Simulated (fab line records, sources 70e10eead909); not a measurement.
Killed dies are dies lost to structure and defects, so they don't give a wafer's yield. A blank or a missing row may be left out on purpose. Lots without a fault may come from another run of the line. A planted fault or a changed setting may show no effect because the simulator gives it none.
fab line records | flow nand_harc | part 2 of 2: steps 5 to 6 of 6
record lots=23 wafers=69 last_day=33
route steps=1302 shown A_STAIRCASE@651
lots that met no fault: from a run of the same line without faults
start_h: hours from the record's first day to the start of the lot's first wafer shown | wait_h: hours since the lot's step before | " the same as in the row above | L1.1+2: a row that stands for several wafers | - no value, or no start given | * or withheld: withheld | < > ~ a bound
route shown NAME@n: a module of which the file shows steps, and the number in the route of the first | usual: mean/standard deviation of fault-free wafers | same: alike in all rows | chamber/n: place in a boat | sites: the reading at each site | _std_site: their standard deviation | _edge_site: outer sites' mean less inner sites' | radius_mm: how far each site lies from the wafer's centre | mask NAME#n: copy n | behind: the tool/chamber that last shaped the wafer | hold: why the lot was held/for how many hours/how that ended | device: the transistor (n, p or np) that didn't switch | end of line: the same wafers' tests at the end of the route | a step without rows: its recipe alone | killed: dies lost to structure and defects at the first sort, not the wafer's yield | map: a wafer's dies, x killed, . not, _ none there
set.NAME: the setting as run; set.NAME@STEP: as run at that earlier step | model.NAME: the simulator's own value behind a step, which no gauge read
steps of the route over a sample of lots; a table a step, a row a wafer
services: from which hour (start_h, from the record's first day; less than 0 if before it) a tool's chamber was out of use, for how many hours, and why
## steps
# step NHARC_A_STAIRCASE_ETCH_201
# recipe target_depth_a=1000 time_s=40.5 ion_energy_ev=400 c4f8_flow_sccm=20 o2_flow_sccm=10 ar_flow_sccm=withheld rf_w=600 bias_w=1000 chemistry=C4F8/O2
# usual oes_product_au=0.948/0.013 rf_vpp_V=895/4.9
# columns lot.wafer tool chamber start_h wait_h oes_product_au rf_hours_counter_h rf_vpp_V
L074.3 rie_diel-07 0 - - 0.950 10 893
L074.2 " 2 " " 0.940 21 889
L074.5 " 3 " " 0.950 - 894
L075.3 rie_diel-11 0 - - 0.956 33 905
L075.2 " 1 " " 0.950 32 899
L075.5 " 2 " " 0.939 - 892
L076.3 rie_diel-07 0 - - 0.946 11 894
L076.6 " 3 " " 0.932 - 894
L076.5 " 0 " " 0.953 - 895
L077.4 rie_diel-11 3 - - 0.941 48 901
L077.2 " 0 " " 0.928 47 904
L077.6 " 0 " " 0.934 - 905
L078.3 rie_diel-11 0 - - 0.926 47 903
L078.4 " 1 " " 0.957 46 899
L078.5 " 0 " " 0.942 - 904
L079.2 rie_diel-10 0 - - 0.944 51 893
L079.6 " 1 " " 0.951 - 891
L079.5 " 2 " " 0.962 - 886
L080.3 rie_diel-10 2 - - 0.956 58 888
L080.4 " 3 " " 0.947 61 897
L080.6 " 2 " " 0.938 - 886
L082.4 rie_diel-10 3 - - 0.961 1 898
L082.2 " 0 " " 0.975 1 895
L082.5 " 1 " " 0.946 - 891
L081.2 rie_diel-07 3 - - 0.949 43 895
L081.4 " 1 " " 0.951 40 895
L081.6 " 3 " " 0.953 - 894
L084.4 rie_diel-10 3 - - 0.955 5 897
L084.3 " 0 " " 0.967 5 893
L084.6 " 3 " " 0.943 - 897
L083.3 rie_diel-11 2 - - 0.957 3 890
L083.2 " 0 " " 0.952 2 902
L083.4 " 1 " " 0.958 2 897
L085.3 rie_diel-07 2 - - 0.928 54 888
L085.2 " 0 " " 0.941 38 893
L085.5 " 1 " " 0.958 - 897
L086.4 rie_diel-11 3 - - 0.953 9 899
L086.6 " 3 " " 0.948 - 900
L086.5 " 0 " " 0.934 - 902
L088.3 rie_diel-11 0 - - 0.957 15 904
L088.2 " 2 " " 0.950 17 891
L088.6 " 3 " " 0.954 - 898
L087.3 rie_diel-07 2 - - 0.951 4 887
L087.4 " 3 " " 0.934 3 893
L087.6 " 0 " " 0.937 - 894
L089.3 rie_diel-07 2 - - 0.929 6 889
L089.4 " 3 " " 0.933 5 894
L089.2 " 0 " " 0.938 7 893
L091.4 rie_diel-11 2 - - 0.959 27 890
L091.3 " 3 " " 0.940 26 899
L091.5 " 2 " " 0.957 - 890
L092.4 rie_diel-07 2 - - 0.954 14 887
L092.3 " 3 " " 0.930 13 893
L092.5 " 2 " " 0.952 - 887
L093.1 rie_diel-10 3 - - 0.952 33 897
L093.6 " 3 " " 0.952 - 897
L093.5 " 0 " " 0.955 - 894
L094.3 rie_diel-11 2 - - 0.953 33 889
L094.1 " 0 " " 0.960 36 903
L094.6 " 2 " " 0.954 - 888
L095.4 rie_diel-10 3 - - 0.961 43 897
L095.1 " 1 " " 0.956 49 892
L095.5 " 3 " " 0.957 - 897
L096.2 rie_diel-07 0 - - 0.949 32 892
L096.5 " 0 " " 0.943 - 893
L096.4 " 3 " " 0.930 - 894
L097.1 rie_diel-07 3 - - 0.935 31 893
L097.3 " 2 " " 0.923 31 889
L097.5 " 0 " " 0.932 - 892
# step NHARC_A_STAIRCASE_TRIM_222
# recipe time_s=211.2 o2_flow_sccm=500 ar_flow_sccm=0 bias_w=0 chemistry=O2
# usual drypump_motor_current_A=5.9/0.4 oes_product_au=1.005/0.0099 rf_vpp_V=57.8/0.85 showerhead_plenum_p_Torr=3.51/0.13 throttle_valve_pct=17.037/0.0097
# columns lot.wafer tool chamber start_h wait_h drypump_motor_current_A oes_product_au rf_hours_counter_h rf_vpp_V showerhead_plenum_p_Torr throttle_valve_pct
L074.3 rie_diel-10 0 - - 6.3 1.003 37 57.5 3.50 17.027
L074.2 " 2 " " 5.5 1.012 36 55.7 3.30 17.025
L074.5 " 2 " " 5.5 1.011 - 57.7 3.30 17.039
L075.3 rie_diel-10 0 - - 6.3 1.007 37 58.2 3.50 17.045
L075.2 " 2 " " 5.5 1.011 36 57.5 3.30 17.034
L075.5 " 0 " " 6.3 1.001 - 57.8 3.50 17.048
L076.3 rie_diel-07 2 - - 5.8 0.990 23 56.9 3.32 17.035
L076.5 " 3 " " 6.0 1.008 - 59.1 3.48 17.050
L076.6 " 0 " " 5.1 1.014 - 58.1 3.46 17.039
L077.4 rie_diel-07 0 - - 5.1 1.001 18 57.6 3.46 17.029
L077.2 " 1 " " 6.3 0.989 29 59.8 3.54 17.027
L077.6 " 0 " " 5.1 1.012 - 57.6 3.46 17.021
L078.4 rie_diel-10 1 - - 6.1 0.982 40 57.6 3.44 17.040
L078.3 " 2 " " 5.5 1.010 53 56.9 3.29 17.047
L078.5 " 3 " " 6.1 0.996 - 57.8 3.57 17.025
L079.2 rie_diel-07 2 - - 5.8 0.988 31 57.9 3.31 17.045
L079.6 " 1 " " 6.3 0.989 - 57.7 3.54 17.032
L079.5 " 2 " " 5.8 0.995 - 56.9 3.31 17.035
L080.4 rie_diel-11 3 - - 6.3 1.009 54 58.0 3.62 17.030
L080.3 " 2 " " 5.5 1.006 51 57.3 3.39 17.041
L080.6 " 0 " " 5.3 1.006 - 58.0 3.74 17.034
L082.2 rie_diel-10 0 - - 6.3 1.023 1 56.7 3.49 17.042
L082.4 " 1 " " 6.1 1.003 1 56.8 3.44 17.028
L082.5 " 3 " " 6.2 1.003 - 58.8 3.57 17.032
L081.2 rie_diel-10 2 - - 5.5 1.017 2 59.0 3.81 17.033
L081.4 " 3 " " 6.2 1.020 2 56.7 3.57 17.059
L081.6 " 1 " " 6.1 1.011 - 57.5 3.44 17.038
L084.3 rie_diel-10 3 - - 6.2 1.000 5 57.5 3.57 17.042
L084.6 " 1 " " 6.2 0.997 - 56.5 3.43 17.035
L084.4 " 3 " " 6.1 1.007 - 59.7 3.57 17.028
L083.3 rie_diel-11 1 - - 6.4 1.012 2 57.1 3.59 17.044
L083.4 " 2 " " 5.6 1.003 3 58.6 3.38 17.036
L083.2 " 3 " " 6.3 1.003 3 59.2 3.62 17.038
L085.2 rie_diel-10 0 - - 6.3 1.013 9 56.5 3.48 17.032
L085.3 " 1 " " 6.1 0.993 10 56.7 3.43 17.046
L085.5 " 0 " " 6.3 1.014 - 57.4 3.48 17.034
L086.4 rie_diel-10 1 - - 6.1 1.004 16 56.8 3.43 17.021
L086.5 " 1 " " 6.1 0.999 - 57.8 3.43 17.028
L086.6 " 2 " " 5.5 1.015 - 57.7 3.80 17.038
L088.3 rie_diel-11 0 - - 5.3 1.014 16 58.8 3.73 17.029
L088.2 " 2 " " 5.5 1.012 17 57.6 3.37 17.020
L088.6 " 0 " " 5.3 1.009 - 59.0 3.73 17.043
L087.4 rie_diel-10 2 - - 5.5 1.028 19 58.3 3.80 17.036
L087.3 " 0 " " 6.3 1.010 19 57.4 3.48 17.031
L087.6 " 2 " " 5.5 1.026 - 59.4 3.80 17.036
L089.4 rie_diel-10 2 - - 5.5 1.019 23 57.4 3.79 17.053
L089.2 " 0 " " 6.3 1.011 22 57.1 3.47 17.047
L089.3 " 1 " " 6.1 1.000 26 59.4 3.42 17.040
L091.3 rie_diel-07 2 - - 5.8 1.000 13 57.4 3.29 17.042
L091.4 " 0 " " 5.1 1.004 16 58.4 3.44 17.037
L091.5 " 2 " " 5.8 1.001 - 56.1 3.29 17.047
L092.3 rie_diel-07 1 - - 6.3 1.006 19 57.8 3.52 17.040
L092.4 " 0 " " 5.1 1.006 17 57.8 3.44 17.026
L092.5 " 2 " " 5.8 0.996 - 57.0 3.29 17.032
L093.1 rie_diel-07 0 - - 5.1 0.997 18 57.5 3.44 17.035
L093.5 " 0 " " 5.1 0.999 - 57.7 3.44 17.049
L093.6 " 1 " " 6.3 0.996 - 57.5 3.52 17.040
L094.1 rie_diel-07 1 - - 6.3 0.998 23 57.6 3.52 17.036
L094.3 " 0 " " 5.1 0.996 22 59.1 3.44 17.056
L094.6 " 2 " " 5.8 0.986 - 58.1 3.29 17.032
L095.4 rie_diel-11 3 - - 6.3 0.978 39 56.9 3.60 17.030
L095.1 " 1 " " 6.4 1.009 41 57.5 3.57 17.008
L095.5 " 2 " " 5.6 0.991 - 57.7 3.36 17.016
L096.4 rie_diel-11 0 - - 5.3 1.011 44 58.4 3.71 17.042
L096.2 " 3 " " 6.3 0.988 41 56.6 3.59 17.028
L096.5 " 0 " " 5.3 1.011 - 57.0 3.71 17.036
L097.1 rie_diel-10 3 - - 6.1 1.018 48 57.4 3.54 17.040
L097.3 " 1 " " 6.1 1.001 54 56.1 3.41 17.032
L097.5 " 1 " " 6.1 1.003 - 56.3 3.41 17.044
## services
# columns tool chamber start_h hours kind
rie_diel-10 0 331.08 - clean
rie_diel-10 1 331.08 - clean
rie_diel-10 2 331.08 - clean
rie_diel-10 3 331.08 - clean
rie_diel-07 2 347.87 6.1 repair
rie_diel-11 - 351.69 0.6 repair
rie_diel-10 1 355.09 12.8 repair
rie_diel-10 0 355.58 - clean
rie_diel-10 2 355.58 - clean
rie_diel-10 3 355.58 - clean
rie_diel-10 0 380.08 - clean
rie_diel-10 1 380.08 - clean
rie_diel-10 2 380.08 - clean
rie_diel-10 3 380.08 - clean
rie_diel-11 2 395.11 2.1 repair
rie_diel-10 0 404.58 - clean
rie_diel-10 - 425.53 9.0 pm
rie_diel-11 - 434.90 9.0 pm
rie_diel-10 2 450.87 4.9 repair
rie_diel-07 - 453.36 0.3 repair
rie_diel-07 1 458.45 2.3 repair
rie_diel-07 1 461.42 3.5 repair
rie_diel-07 - 473.11 9.0 pm
rie_diel-10 2 582.99 5.5 repair
